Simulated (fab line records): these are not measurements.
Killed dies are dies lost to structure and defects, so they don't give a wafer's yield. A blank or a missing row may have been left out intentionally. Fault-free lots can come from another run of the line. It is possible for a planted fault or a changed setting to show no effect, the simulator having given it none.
Chamber matching ; flow nand-harc ; 4 sister chambers for NHARC_A_BONDPAD_CMP_29 on cmp-03
The step polishes SiCN, target thk 200 nm. 4 wafers are shown with their chamber, then 7 later ones without.

== EACH WAFER AND ITS CHAMBER ==
wafer;chamber;motor-current-A (A)
L633.6;2;12.9
L635.5;3;14.0
L637.1;0;12.1
L637.3;1;12.9

== WAFERS WITHOUT THEIR CHAMBER ==
wafer;motor-current-A (A)
L637.5;13.3
L643.2;12.4
L643.4;12.9
L643.5;12.9
L646.1;12.6
L646.3;13.9
L646.4;13.5

== WHICH CHAMBER EACH ONE RAN IN ==
wafer;from the rows above;in truth
L637.5;can't be placed: 1 or 2 or 3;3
L643.2;can't be placed: 0 or 1 or 2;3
L643.4;can't be placed: 1 or 2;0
L643.5;can't be placed: 1 or 2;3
L646.1;can't be placed: 1 or 2 or 0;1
L646.3;3;3
L646.4;can't be placed: 3 or 1 or 2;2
Correct placement for 1 of the 7. From these rows, 6 cannot be placed; in 3 the true chamber is one of the candidates. Wrongly placed: 0.
How it was worked out, from the rows above alone: a wafer's distance from a chamber is the root of the sum, over the readings, of the square of ((its reading less the chamber's mean) divided by the reading's scatter). If the next closest chamber is less than 2 further off than the closest, the wafer can't be placed; otherwise it belongs to the closest. For every chamber, the mean is computed from those of its wafers that are shown. The scatter: root of mean squared gap, hidden wafer to nearest shown wafer, with one shown wafer a chamber.
